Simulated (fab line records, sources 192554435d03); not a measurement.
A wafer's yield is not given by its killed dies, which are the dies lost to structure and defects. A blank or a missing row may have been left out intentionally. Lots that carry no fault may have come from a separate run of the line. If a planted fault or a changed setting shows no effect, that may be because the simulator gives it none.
fab line records | flow n5Finfet | part 2 of 2: steps 25 to 34 of 34
record: lots: 5 | wafers: 15 | lastDay: 18
route steps=1938 shown BEOL_M1@837 BEOL_M2@841
lots that met no fault: taken from a fault-free run of the same line
startH: hours from the record's first day to the start of the lot's first wafer shown | waitH: time in hours since the lot's previous step | " identical to the entry in the row above | L1.1+2: a row that stands for several wafers | - no value, or no start was given | * or withheld: withheld | < > ~ a bound
route shown NAME@n: names a module that has steps shown in the file, with the first one's number in the route | usual: mean/standard deviation of fault-free wafers | same: alike in all rows | chamber/n: place in a boat | sites: each site's reading | _std_site: their standard deviation | _edge_site: inner sites' mean taken away from outer sites' mean | radiusMm: for every site, how far away it sits from the centre of the wafer | mask NAME#n: copy n | behind: tool/chamber where the wafer was last shaped | hold: why the lot was held/for how many hours/how that ended | device: names the non-switching transistor (n, p or np) | end of line: tests of these same wafers at the route's end | step lacking rows: just its recipe | killed: dies lost to structure and defects at the first sort, not the wafer's yield | map: a wafer's dies, x killed, . not, _ none there
set.NAME: setting as actually run; set.NAME@STEP: the setting as run at that earlier step | model.NAME: the simulator's own value behind a step, which no gauge read
a table for each step, a row for each wafer; lots at some steps of the route
services: the hour from which a tool's chamber was out of use, counted from the record's first day as startH (under 0 if before that day), plus the number of hours and why
== steps ==
step: N5_BEOL_M2_STRIP_65
recipe: chemistry: N2/H2 | tempC: 40 | n2FlowSccm: 200 | h2FlowSccm: 200 | rfFrequencyHz: 6e+07
lot.wafer  | tool       | chamber | startH | waitH
L079.3+4+5 | rieDiel-03 | 2,0,2   | 162.03 | 0.1
L082.1+5+6 | rieDiel-03 | 0,2,1   | 173.74 | 0.1
L088.1+4+6 | rieDiel-03 | 3,2,3   | 255.92 | 0.1
L087.4+5+6 | rieDiel-04 | 2,2,1   | 263.90 | 0.1
L096.2+3+6 | rieDiel-04 | 0,2,0   | 268.44 | 0.1
step: N5_BEOL_M2_STRIP_75
recipe: chemistry: N2/H2 | tempC: 40 | n2FlowSccm: 200 | h2FlowSccm: 200 | rfFrequencyHz: 6e+07
lot.wafer  | tool       | chamber | startH | waitH
L079.3+4+5 | rieDiel-03 | 2,0,2   | 162.04 | 0.0
L082.1+5+6 | rieDiel-03 | 0,2,1   | 173.75 | 0.0
L088.1+4+6 | rieDiel-03 | 3,2,3   | 255.93 | 0.0
L087.4+5+6 | rieDiel-04 | 2,2,1   | 263.91 | 0.0
L096.2+3+6 | rieDiel-04 | 0,2,0   | 268.45 | 0.0
step: N5_BEOL_M2_STRIP_66
recipe: chemistry: CF4 | resist: SiARC | powerW: 300 | biasPowerW: 75 | pressureMtorr: 50 | cf4FlowSccm: 150 | rfFrequencyHz: 6e+07
usual: drypumpMotorCurrentA: 5.9/0.44 | oesProductAu: 0.79/0.077 | rfVppV: 271.2/1.7 | showerheadPlenumPTorr: 1.80/0.066 | throttleValvePct: 13.58/0.28
lot.wafer | tool       | chamber | startH | waitH | drypumpMotorCurrentA | oesProductAu | rfHoursCounterH | rfVppV | showerheadPlenumPTorr | throttleValvePct
L079.3    | rieDiel-03 | 2       | 162.05 | 0.0   | 5.1                  | 0.73         | 187             | 271.7  | 1.77                  | 13.58
L079.4    | "          | 0       | "      | "     | 5.6                  | 0.69         | 228             | 269.9  | 1.72                  | 13.92
L079.5    | "          | 2       | "      | "     | 5.1                  | 0.72         | -               | 269.8  | 1.77                  | 13.56
L082.1    | rieDiel-03 | 0       | 173.76 | 0.0   | 5.7                  | 0.70         | 234             | 269.9  | 1.72                  | 13.94
L082.5    | "          | 2       | "      | "     | 5.1                  | 0.72         | -               | 270.6  | 1.77                  | 13.60
L082.6    | "          | 1       | "      | "     | 5.9                  | 0.85         | -               | 271.0  | 1.84                  | 13.80
L088.1    | rieDiel-03 | 3       | 255.94 | 0.0   | 5.4                  | 0.80         | 79              | 271.4  | 1.88                  | 13.32
L088.4    | "          | 2       | "      | "     | 5.1                  | 0.68         | 232             | 270.5  | 1.76                  | 13.67
L088.6    | "          | 3       | "      | "     | 5.4                  | 0.80         | -               | 274.2  | 1.88                  | 13.28
L087.4    | rieDiel-04 | 2       | 263.92 | 0.0   | 6.3                  | 0.69         | 234             | 268.8  | 1.71                  | 14.15
L087.5    | "          | 2       | "      | "     | 6.3                  | 0.69         | -               | 269.7  | 1.71                  | 14.15
L087.6    | "          | 1       | "      | "     | 6.3                  | 0.83         | -               | 273.0  | 1.82                  | 13.61
L096.2    | rieDiel-04 | 0       | 268.46 | 0.0   | 6.2                  | 0.88         | 41              | 269.8  | 1.77                  | 13.38
L096.3    | "          | 2       | "      | "     | 6.3                  | 0.70         | 235             | 268.7  | 1.71                  | 14.16
L096.6    | "          | 0       | "      | "     | 6.3                  | 0.88         | -               | 270.0  | 1.77                  | 13.38
step: N5_BEOL_M2_HM_OPEN_17
recipe: chemistry: Cl2/BCl3 | targetDepthA: 200 | overetchA: 60 | target: TiN | maskMaterial: SOC | ionEnergyEv: 150 | pressureMtorr: 10 | icpW: 1000 | biasW: 126 | Cl2_flow_sccm: 53.25 | bcl3FlowSccm: 21.75 | Ar_flow_sccm: 25
usual: bcl3FlowSccm: 21.75/0.07 | drypumpMotorCurrentA: 5.8/0.31 | oesProductAu: 0.69/0.092 | throttleValvePct: 22.10/0.24
lot.wafer | tool        | chamber | startH | waitH | bcl3FlowSccm | drypumpMotorCurrentA | oesProductAu | rfHoursCounterH | throttleValvePct
L079.3    | rieMetal-02 | 0       | 162.13 | 0.1   | 21.76        | 5.9                  | 0.68         | -               | 21.67
L079.4    | "           | 1       | "      | "     | 21.76        | 5.7                  | 0.77         | -               | 22.02
L079.5    | "           | 1       | "      | "     | 21.71        | 5.7                  | 0.75         | -               | 22.03
L082.1    | rieMetal-02 | 1       | 173.80 | 0.0   | 21.71        | 5.6                  | 0.74         | 8               | 22.05
L082.5    | "           | 0       | "      | "     | 21.85        | 5.9                  | 0.68         | -               | 21.68
L082.6    | "           | 1       | "      | "     | 21.84        | 5.6                  | 0.75         | -               | 22.04
L088.1    | rieMetal-01 | 1       | 255.98 | 0.0   | 21.65        | 5.1                  | 0.65         | 40              | 22.14
L088.4    | "           | 1       | "      | "     | 21.72        | 5.1                  | 0.66         | -               | 22.13
L088.6    | "           | 0       | "      | "     | 21.74        | 5.8                  | 0.79         | -               | 22.27
L087.4    | rieMetal-03 | 0       | 263.99 | 0.1   | 21.75        | 6.0                  | 0.70         | -               | 22.17
L087.5    | "           | 1       | "      | "     | 21.80        | 6.2                  | 0.81         | -               | 21.97
L087.6    | "           | 0       | "      | "     | 21.74        | 6.0                  | 0.71         | -               | 22.16
L096.2    | rieMetal-03 | 0       | 268.50 | 0.0   | 21.88        | 6.0                  | 0.71         | 28              | 22.18
L096.3    | "           | 1       | "      | "     | 21.78        | 6.1                  | 0.80         | -               | 22.01
L096.6    | "           | 0       | "      | "     | 21.73        | 6.0                  | 0.70         | -               | 22.17
step: N5_BEOL_M2_STRIP_19
recipe: chemistry: O2 | powerW: 400 | tempC: 40 | pressureMtorr: 30 | rfFrequencyHz: 6e+07 | biasPowerW: 0 | overashFraction: 0.2 | o2FlowSccm: 225
usual: drypumpMotorCurrentA: 6.0/0.41 | oesProductAu: 0.81/0.079 | rfVppV: 3.7/0.45 | showerheadPlenumPTorr: 2.10/0.088 | tempC: 40.00/0.12 | throttleValvePct: 16.67/0.23
lot.wafer | tool       | chamber | startH | waitH | drypumpMotorCurrentA | oesProductAu | rfHoursCounterH | rfVppV | showerheadPlenumPTorr | tempC | throttleValvePct
L079.3    | rieDiel-03 | 2       | 162.22 | 0.1   | 5.1                  | 0.72         | 188             | 4.4    | 2.08                  | 39.97 | 16.66
L079.4    | "          | 1       | "      | "     | 5.9                  | 0.87         | 46              | 4.0    | 2.13                  | 40.11 | 16.82
L079.5    | "          | 2       | "      | "     | 5.1                  | 0.72         | -               | 3.6    | 2.08                  | 40.02 | 16.65
L082.1    | rieDiel-02 | 3       | 174.06 | 0.2   | 6.3                  | 0.89         | 45              | 4.4    | 2.12                  | 39.98 | 16.58
L082.5    | "          | 3       | "      | "     | 6.4                  | 0.88         | -               | 3.8    | 2.12                  | 40.00 | 16.57
L082.6    | "          | 0       | "      | "     | 6.4                  | 0.73         | -               | 3.8    | 2.00                  | 39.99 | 16.82
L088.1    | rieDiel-04 | 3       | 256.09 | 0.1   | 5.3                  | 0.84         | 59              | 3.5    | 2.04                  | 40.09 | 16.38
L088.4    | "          | 3       | "      | "     | 5.3                  | 0.84         | -               | 3.8    | 2.04                  | 39.94 | 16.39
L088.6    | "          | 2       | "      | "     | 6.3                  | 0.69         | -               | 3.8    | 1.98                  | 40.18 | 17.18
L087.4    | rieDiel-02 | 3       | 264.08 | 0.1   | 6.3                  | 0.85         | 73              | 3.8    | 2.11                  | 40.10 | 16.63
L087.5    | "          | 0       | "      | "     | 6.4                  | 0.70         | -               | 4.2    | 1.99                  | 40.21 | 16.90
L087.6    | "          | 1       | "      | "     | 6.2                  | 0.85         | -               | 2.6    | 2.23                  | 39.80 | 16.45
L096.2    | rieDiel-02 | 0       | 268.61 | 0.1   | 6.4                  | 0.70         | 222             | 3.0    | 1.99                  | 39.89 | 16.91
L096.3    | "          | 2       | "      | "     | 6.0                  | 0.76         | 168             | 3.7    | 2.19                  | 39.92 | 16.64
L096.6    | "          | 1       | "      | "     | 6.2                  | 0.85         | -               | 3.2    | 2.23                  | 40.20 | 16.46
step: N5_BEOL_M2_CD_MEAS_18
recipe: pitchNm: 36 | targetCdNm: 18
usual: cdNm: 18.05/0.28
lot.wafer | tool     | chamber | startH | waitH | cdNm
L079.3    | cdSem-01 | -       | 162.29 | 0.1   | 18.46
L079.4    | "        | -       | "      | "     | 18.07
L079.5    | "        | -       | "      | "     | 17.84
L082.1    | cdSem-03 | -       | 174.13 | 0.0   | 17.93
L082.5    | "        | -       | "      | "     | 17.68
L082.6    | "        | -       | "      | "     | 17.96
L088.1    | cdSem-03 | -       | 256.16 | 0.0   | 18.50
L088.4    | "        | -       | "      | "     | 18.08
L088.6    | "        | -       | "      | "     | 18.08
L087.4    | cdSem-03 | -       | 264.16 | 0.1   | 17.97
L087.5    | "        | -       | "      | "     | 17.60
L087.6    | "        | -       | "      | "     | 17.65
L096.2    | cdSem-02 | -       | 268.68 | 0.1   | 18.45
L096.3    | "        | -       | "      | "     | 17.94
L096.6    | "        | -       | "      | "     | 18.28
step: N5_BEOL_M2_COAT_67
recipe: resist: SOC | tempC: 250 | timeS: 60 | spinRpm: 1500 | resistThkNm: 60
lot.wafer  | tool          | chamber | startH | waitH
L079.3+4+5 | lithoTrack-05 | 0       | 162.32 | 0.0
L082.1+5+6 | lithoTrack-04 | 0       | 174.16 | 0.0
L088.1+4+6 | lithoTrack-04 | 0       | 256.19 | 0.0
L087.4+5+6 | lithoTrack-03 | 0       | 264.19 | 0.0
L096.2+3+6 | lithoTrack-05 | 0       | 268.72 | 0.0
step: N5_BEOL_M2_COAT_68
recipe: resist: SiARC | tempC: 220 | timeS: 60 | spinRpm: 1500 | resistThkNm: 12
lot.wafer  | tool          | chamber | startH | waitH
L079.3+4+5 | lithoTrack-05 | 0       | -      | -
L082.1+5+6 | lithoTrack-04 | 0       | -      | -
L088.1+4+6 | lithoTrack-04 | 0       | -      | -
L087.4+5+6 | lithoTrack-03 | 0       | -      | -
L096.2+3+6 | lithoTrack-05 | 0       | -      | -
step: N5_BEOL_M2_COAT_76
recipe: resist: underlayer | tempC: 205 | timeS: 60 | spinRpm: 1500 | resistThkNm: 5
lot.wafer  | tool          | chamber | startH | waitH
L079.3+4+5 | lithoTrack-05 | 0       | -      | -
L082.1+5+6 | lithoTrack-04 | 0       | -      | -
L088.1+4+6 | lithoTrack-04 | 0       | -      | -
L087.4+5+6 | lithoTrack-03 | 0       | -      | -
L096.2+3+6 | lithoTrack-05 | 0       | -      | -
step: N5_BEOL_M2_COAT_22
recipe: resist: CAR-EUV | spinRpm: 1500 | resistThkNm: 30
lot.wafer  | tool          | chamber | startH | waitH
L079.3+4+5 | lithoTrack-05 | 0       | -      | -
L082.1+5+6 | lithoTrack-04 | 0       | -      | -
L088.1+4+6 | lithoTrack-04 | 0       | -      | -
L087.4+5+6 | lithoTrack-03 | 0       | -      | -
L096.2+3+6 | lithoTrack-05 | 0       | -      | -
== services ==
tool          | chamber | startH | hours | kind
rieMetal-02   | -       | 144.10 | 1.1   | repair
euvScanner-02 | -       | 148.44 | 1.0   | pm
euvScanner-01 | -       | 149.45 | 1.0   | pm
euvScanner-02 | -       | 150.46 | 4.6   | pm
rieDiel-04    | -       | 153.03 | 28.1  | pm
pecvd-02      | -       | 153.90 | 0.6   | repair
pecvd-01      | -       | 157.17 | 2.1   | repair
rieDiel-02    | 1       | 162.01 | 21.4  | repair
rieMetal-02   | -       | 165.01 | 0.2   | repair
rieDiel-02    | 3       | 179.16 | 26.0  | repair
rieDiel-04    | -       | 181.13 | 14.6  | pm
pecvd-02      | -       | 191.55 | 2.8   | pm
rieMetal-03   | 1       | 192.54 | 5.3   | repair
euvScanner-02 | -       | 196.42 | 0.3   | repair
rieMetal-03   | -       | 204.44 | 0.5   | repair
euvScanner-02 | -       | 204.59 | 1.0   | pm
euvScanner-01 | -       | 205.63 | 1.0   | pm
rieMetal-02   | -       | 205.98 | 2.8   | pm
euvScanner-02 | -       | 232.93 | 17.3  | pm
rieMetal-02   | 1       | 239.77 | 14.1  | repair
rieDiel-03    | -       | 246.82 | 1.1   | repair
euvScanner-01 | -       | 252.57 | 4.6   | pm
rieDiel-04    | 0       | 253.23 | 8.6   | repair
euvScanner-01 | -       | 261.75 | 1.0   | pm
